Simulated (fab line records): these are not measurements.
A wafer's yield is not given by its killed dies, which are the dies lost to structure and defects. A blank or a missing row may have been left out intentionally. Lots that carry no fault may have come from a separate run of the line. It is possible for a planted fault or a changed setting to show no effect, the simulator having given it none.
Matching of chambers    flow n5-finfet    N5_BEOL_M9_CMP_52 on cmp-03 has 4 sister chambers
The step polishes, stops on SiCOH lowk, t overpolish 7 s, target thk 140 nm. 4 wafers are shown with their chamber, then 10 later ones without.

## WAFERS, EACH WITH ITS CHAMBER
wafer   chamber  motor-current-A (A)
L081.2  0        5.9
L089.6  2        5.5
L093.1  3        6.6
L093.3  1        6.7

## WAFERS WHOSE CHAMBER IS MISSING
wafer   motor-current-A (A)
L093.6  6.7
L095.1  5.7
L095.2  6.6
L095.5  7.0
L096.1  6.8
L096.5  5.9
L096.6  6.7
L097.2  7.0
L097.5  5.8
L097.6  6.9

## WHICH CHAMBER EACH WENT THROUGH
wafer    from the rows above       in truth
L093.6   can't be placed: 1 or 3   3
L095.1   can't be placed: 0 or 2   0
L095.2   can't be placed: 3 or 1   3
L095.5   can't be placed: 1 or 3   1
L096.1   can't be placed: 1 or 3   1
L096.5   0                         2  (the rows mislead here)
L096.6   can't be placed: 1 or 3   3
L097.2   can't be placed: 1 or 3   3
L097.5   can't be placed: 0 or 2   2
L097.6   can't be placed: 1 or 3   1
Correctly placed: 0 of 10. Unplaceable from these rows: 9, with the true chamber sitting among the candidates in 9. Number placed wrongly: 1.
How it was worked out, from the rows above alone: a wafer's distance from a chamber is the root of the sum, over the readings, of the square of ((its reading less the chamber's mean) divided by the reading's scatter). The wafer belongs to the nearest chamber; if the next one is less than 2 further off, it can't be placed. For every chamber, the mean is computed from those of its wafers that are shown. The scatter (one wafer shown for each chamber): square how far every hidden wafer sits from the nearest shown wafer, average those squares and take the square root.
